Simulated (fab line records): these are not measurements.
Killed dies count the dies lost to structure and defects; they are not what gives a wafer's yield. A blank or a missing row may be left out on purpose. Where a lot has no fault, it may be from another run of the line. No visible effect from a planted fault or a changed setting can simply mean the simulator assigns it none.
Matching of chambers ; flow nand-harc ; NHARC_P_M1_PRE_CLEAN_32 on pecvd-03 has 3 sister chambers
The step time 12 s. 3 wafers are shown with their chamber, then 8 later ones without.

## EACH WAFER AND ITS CHAMBER
wafer;chamber;heater-power-w (W)
L079.1;0;556
L085.5;1;606
L089.1;2;536

## WAFERS WHOSE CHAMBER IS MISSING
wafer;heater-power-w (W)
L089.3;649
L089.6;552
L093.2;603
L093.4;604
L093.5;573
L094.2;575
L094.3;627
L094.5;640

## THE CHAMBER EACH PASSED THROUGH
wafer;from the rows above;in truth
L089.3;1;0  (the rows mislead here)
L089.6;can't be placed: 0 or 2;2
L093.2;can't be placed: 1 or 0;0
L093.4;1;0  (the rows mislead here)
L093.5;can't be placed: 0 or 1 or 2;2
L094.2;can't be placed: 0 or 1 or 2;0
L094.3;1;1
L094.5;1;1
Correctly placed: 2 of 8. From these rows, 4 cannot be placed; in 4 the true chamber is one of the candidates. 2 placed wrongly.
How it was worked out, from the rows above alone: a wafer's distance from a chamber is the root of the sum, over the readings, of the square of ((its reading less the chamber's mean) divided by the reading's scatter). If the next closest chamber is less than 2 further off than the closest, the wafer can't be placed; otherwise it belongs to the closest. For every chamber, the mean is computed from those of its wafers that are shown. The scatter: root of mean squared gap, hidden wafer to nearest shown wafer, with one shown wafer a chamber.
